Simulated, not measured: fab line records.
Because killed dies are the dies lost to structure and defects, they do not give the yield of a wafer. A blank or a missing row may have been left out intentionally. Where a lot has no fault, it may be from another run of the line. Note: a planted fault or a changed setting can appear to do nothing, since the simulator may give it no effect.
Comparing a struck lot with a sound one | flow n5_finfet | 14 out of 1938 route steps
Sound: wafers L286.3, L286.4, L286.5. Wafers struck: L299.1, L299.4, L299.5. At the end, the cause is stated.
Per side, at each step with rows, come the tool, then ch with its chambers, and then its first start. Under that, the readings that differ: sound wafers | struck wafers | difference of the means | sigmas: that difference in standard deviations of wafers without a fault.
alike: words and numbers the same on both sides, and readings whose means are apart by under 2 such deviations; not compared: readings that were withheld, readings missing a value for some wafer, numbers with overlapping values and no deviation given by the record, and bounds like >300 which may hide the same value.
Wherever a step has rows on one side only, a row that says differs or no value, or a row with sigmas, the two part there. Non-overlapping numbers with no deviation appear without sigmas and do not part them. A reading that every wafer of one side lacks parts them only if that side has two wafers or more.

first, 4 steps without rows for these wafers: N5_HKMG_FIN_PRECLEAN_64 (cleans in dHF, time 30 s); N5_HKMG_FIN_WET_ETCH_65 (etches a-Si in TMAH, stops on TiN, time 49 s, target depth 3 nm); N5_HKMG_FIN_WET_ETCH_81 (etches TiN in SC1, stops on HfO2, time 57 s, target depth 6 nm); N5_HKMG_FIN_WET_ETCH_82 (etches La2O3 in dHCl, stops on HfO2, target depth 2 nm, rinse time 30 s).
N5_HKMG_FIN_ALD_36: deposits TiN, target thk 1 nm, pulse time 1 s, purge time 3 s.
  sound on ald_metal-04 ch 0,2,3, day 4 16:46; struck on ald_metal-01 ch 1,2, day 7 18:43
  alike: heater_power_w, precursor_pulse_height_rel, susceptor_temp_C
N5_HKMG_FIN_THK_MEAS_70: measures by xrf.
  sound on film_metro-02 at day 4 17:03; struck on film_metro-01 at day 7 19:00
  alike: HK_THK
N5_HKMG_FIN_PWFM_ALD_03: deposits TiN, target thk 2 nm, pulse time 1 s, purge time 3 s.
  sound on ald_metal-04 ch 1,2,3, day 4 17:05; struck on ald_metal-04 ch 0,1, day 7 19:02
  alike: heater_power_w, precursor_pulse_height_rel, susceptor_temp_C
then, 5 steps without rows for these wafers: N5_HKMG_FIN_COAT_29 (time 60 s, resist thk 300 nm); N5_HKMG_FIN_COAT_30 (time 60 s, resist thk 35 nm); N5_HKMG_FIN_COAT_06 (resist thk 90 nm); N5_HKMG_FIN_EBR_08; N5_HKMG_FIN_SOFTBAKE_07 (time 60 s).
N5_HKMG_FIN_EXPOSE_09: exposes mask NWFM.
  sound on arfi_scanner-02 ch 0, day 4 17:49; struck on arfi_scanner-03, day 7 19:45
  no value came back on the struck wafers for exposure_dose_mJ_cm2, focus_offset_nm (nm); on the sound wafers exposure_dose_mJ_cm2 reads 39.21 39.20 39.23
  alike: mask
then, 1 step without rows for these wafers: N5_HKMG_FIN_PEB_10 (peb time 60 s).

WHERE THEY PART
Within this record, at N5_HKMG_FIN_EXPOSE_09 only.

WHY: what had been put in by the simulator
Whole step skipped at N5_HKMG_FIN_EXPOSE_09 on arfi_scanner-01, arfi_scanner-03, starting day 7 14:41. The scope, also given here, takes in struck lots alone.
